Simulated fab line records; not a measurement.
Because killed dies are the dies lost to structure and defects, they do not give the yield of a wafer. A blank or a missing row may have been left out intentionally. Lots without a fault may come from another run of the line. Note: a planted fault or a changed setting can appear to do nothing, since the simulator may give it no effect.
Matching of chambers	flow n5_finfet	rie_diel-02 running N5_BEOL_M15_VIA_ETCH_16: 4 sister chambers
The step etches SiO2 in C4F8/O2/Ar, target depth 1792.2 nm. 4 wafers are shown with their chamber, then 7 later ones without.

WAFERS PAIRED WITH THEIR CHAMBERS
wafer	chamber	rf_vpp_V (V)
L082.4	0	2202
L089.6	1	2229
L090.1	2	2308
L090.5	3	2198

WAFERS WITHOUT THEIR CHAMBER
wafer	rf_vpp_V (V)
L090.6	2308
L092.2	2227
L092.4	2199
L092.5	2200
L094.4	2226
L094.5	2228
L094.6	2305

EACH ONE'S CHAMBER
wafer	from the rows above	in truth
L090.6	2	2
L092.2	1	1
L092.4	can't be placed: 3 or 0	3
L092.5	can't be placed: 0 or 3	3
L094.4	1	1
L094.5	1	1
L094.6	2	2
Placed correctly: 5 of 7. Can't be placed from these rows: 2 (the true chamber is among the candidates in 2). 0 placed wrongly.
How it was worked out, from the rows above alone: a wafer's distance from a chamber is the root of the sum, over the readings, of the square of ((its reading less the chamber's mean) divided by the reading's scatter). The wafer belongs to the nearest chamber; if the next one is less than 2 further off, it can't be placed. Each chamber's mean is taken over the wafers shown for it. The scatter: with one shown wafer a chamber, the root of the mean of the squares of how far each hidden wafer lies from its nearest shown one.
